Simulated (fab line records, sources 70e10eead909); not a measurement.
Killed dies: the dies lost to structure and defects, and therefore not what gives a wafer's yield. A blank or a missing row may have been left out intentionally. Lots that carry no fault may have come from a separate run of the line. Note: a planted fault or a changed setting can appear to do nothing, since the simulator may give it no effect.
Chamber matching ; flow nand-harc ; rie-diel-09 running NHARC_P_GATE_DESCUM_31: 4 sister chambers
The step chemistry O2, time 3 s. 7 wafers are shown with their chamber, then 7 later ones without.

WAFERS WITH THEIR CHAMBER
wafer;chamber;drypump-motor-current-A (A);oes-product-au (a.u.)
L144.5;2;6.1;0.996
L148.6;0;5.7;1.002
L152.3;1;6.7;1.002
L152.4;2;6.2;0.997
L152.6;3;6.2;0.989
L162.2;1;6.6;1.007
L162.4;3;6.2;0.999

WAFERS WITHOUT THEIR CHAMBER
wafer;drypump-motor-current-A (A);oes-product-au (a.u.)
L162.5;6.1;1.022
L164.1;6.1;0.996
L164.3;5.7;0.998
L164.5;6.1;1.004
L165.4;6.2;1.005
L165.5;6.2;1.001
L165.6;5.7;1.005

CHAMBER TAKEN BY EACH
wafer;from the rows above;in truth
L162.5;can't be placed: 2 or 3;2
L164.1;can't be placed: 2 or 3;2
L164.3;0;0
L164.5;can't be placed: 2 or 3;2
L165.4;can't be placed: 2 or 3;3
L165.5;can't be placed: 2 or 3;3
L165.6;0;0
Correctly placed: 2 of 7. Not placeable from these rows: 5 (in 5, the candidates include the true chamber). Wrongly placed: 0.
How it was worked out, from the rows above alone: a wafer's distance from a chamber is the root of the sum, over the readings, of the square of ((its reading less the chamber's mean) divided by the reading's scatter). The wafer belongs to the nearest chamber; if the next one is less than 2 further off, it can't be placed. The mean given for a chamber averages the wafers shown for that chamber. The scatter: the root of (the sum of the squares of (reading less its chamber's mean) over the shown wafers, divided by (wafers less chambers)).
